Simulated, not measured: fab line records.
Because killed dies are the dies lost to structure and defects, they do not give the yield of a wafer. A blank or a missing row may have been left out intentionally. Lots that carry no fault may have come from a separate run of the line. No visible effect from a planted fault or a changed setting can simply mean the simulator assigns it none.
A lot that was struck, set against a sound lot -- flow nandHarc -- 28 out of 1159 route steps
Sound: the wafers L927.2, L927.4, L927.5. Struck: wafer L935.3. The cause comes at the end.
For every step that has rows: the tool of each side, followed by ch and its chambers, followed by its first start. Under that, the readings that differ: sound wafers -- struck wafers -- difference of the means -- sigmas: that difference in standard deviations of wafers without a fault.
alike: words and numbers the same on both sides, and readings whose means are apart by under 2 such deviations; not compared: readings that were withheld, readings missing a value for some wafer, numbers with overlapping values and no deviation given by the record, and bounds like >300 which may hide the same value.
The two part at a step that has a row with sigmas, a row that says differs or no value, or rows on one side only. Non-overlapping numbers with no deviation appear without sigmas and do not part them. Lack of a reading on every wafer of one side parts them only where that side has two or more wafers.

first, 7 steps without rows for these wafers: NHARC_P_M1_COAT_34 (time 65 s); NHARC_P_M1_COAT_03 (resist thk 90 nm); NHARC_P_M1_SOFTBAKE_04 (time 55 s); NHARC_P_M1_EBR_05; NHARC_P_M1_EXPOSE_06 (exposes mask P M1, target cd 130 nm); NHARC_P_M1_PEB_07 (peb time 65 s); NHARC_P_M1_DEVELOP_08 (develop time 35 s).
NHARC_P_M1_CD_MEAS_09 targets a cd of 130 nm.
  sound on cdSem-03 ch 0, day 6 03:53; struck on cdSem-03 ch 0, day 8 00:39
  alike: cdNm
NHARC_P_M1_OVL_MEAS_10: pitch 260 nm.
  struck on overlay-01, day 8 00:44; sound on overlay-01, day 6 03:58
reading,sound,struck,difference,sigmas
overlayXNm (nm),1.4 1.3 1.5,-1.1,-2.5,-3
  alike: overlayYNm
NHARC_P_M1_INSPECT_11:
  struck on defectInspect-01, day 8 00:46; sound on defectInspect-01, day 6 04:01
  alike: rawDefectCount
then, 1 step without rows for these wafers: NHARC_P_M1_DESCUM_14 (chemistry O2, time 3 s).
NHARC_P_M1_ETCH_35: etches the open film in N2/H2, target depth 40 nm, overetch 12 nm, time 43.94 s.
  sound on rieDiel-05 ch 0,3, day 6 04:17; struck on rieDiel-07 ch 3, day 8 00:55
reading,sound,struck,difference,sigmas
oesProductAu (a.u.),0.983 1.000 0.990,1.014,+0.023,+2
showerheadPlenumPTorr (Torr),2.19 2.14 2.19,1.95,-0.22,-2
  alike: drypumpMotorCurrentA, rfVppV, throttleValvePct
  not compared: rfHoursCounterH
NHARC_P_M1_ETCH_15: etches the open film in C4F8/Ar, target depth 182.5 nm, time 91.2 s.
  sound on rieDiel-05 ch 0,1, day 6 04:25; struck on rieDiel-07 ch 3, day 8 01:01
  alike: oesProductAu, rfVppV
  not compared: rfHoursCounterH
NHARC_P_M1_CD_MEAS_16:
  struck on cdSem-01, day 8 01:08; sound on cdSem-01, day 6 04:33
reading,sound,struck,difference,sigmas
cdNm (nm),130.8 130.9 131.2,128.2,-2.8,-3
then, 4 steps without rows for these wafers: NHARC_P_M1_STRIP_18 (strips in N2/H2); NHARC_P_M1_ETCH_28 (etches the open film in CF4/N2, target depth 30 nm, time 72.99 s); NHARC_P_M1_STRIP_19 (strips in post etch residue remover, time 600 s); NHARC_P_M1_DEGAS_29 (time 60 s).
NHARC_P_M1_PRE_CLEAN_30: time 30 s.
  sound on pvdSputter-02; struck on pvdSputter-03
  alike: heaterPowerW
then, 3 steps without rows for these wafers: NHARC_P_M1_PVD_20 (deposits TaN, target thk 5 nm, time 8.06 s); NHARC_P_M1_PVD_21 (deposits Cu, target thk 30 nm, time 20.49 s); NHARC_P_M1_ECD_22 (material Cu, target thk 400 nm).
NHARC_P_M1_ANNEAL_31: time 90 s.
  sound on rtpAnneal-01 ch 0, day 6 06:03; struck on rtpAnneal-02 ch 0, day 8 02:47
  alike: wafer_temp_C_max
NHARC_P_M1_CMP_23: polishes, t overpolish 20 s, target thk 157.82 nm.
  sound on cmp-03 ch 0,1,3, day 6 06:20; struck on cmp-03 ch 0, day 8 03:06
  alike: motorCurrentA, timeToEndpointS
NHARC_P_M1_THK_MEAS_24: measures by xrf.
  struck on filmMetro-01, day 8 03:20; sound on filmMetro-02, day 6 06:39
  alike: thkNm
following that, these wafers have no rows for 1 step: NHARC_P_M1_SRD_25.
NHARC_P_M1_PRE_CLEAN_32: time 12 s.
  sound on pecvd-03 ch 0,1,2, day 6 06:52; struck on pecvd-04 ch 0, day 8 07:38
reading,sound,struck,difference,sigmas
hold,- - -,awaitDispo/3.8h/release,no value on the sound wafers,
  alike: heaterPowerW
  not compared: sinceWetCleanH
-- break in the record here, with 16 days between the starts of the struck wafers on either side (left off in module P_M1, picked up again in module END, where the first step shown is number 1159 on the route) --
NHARC_END_SORT_01:
  at this point the record logs the struck wafers (prober-02 ch 0, day 24 02:00) and has no rows for the sound ones

WHERE THEY PART
At NHARC_P_M1_OVL_MEAS_10 first; at NHARC_END_SORT_01 last (within this record only).

WHY: whatever the simulator had introduced
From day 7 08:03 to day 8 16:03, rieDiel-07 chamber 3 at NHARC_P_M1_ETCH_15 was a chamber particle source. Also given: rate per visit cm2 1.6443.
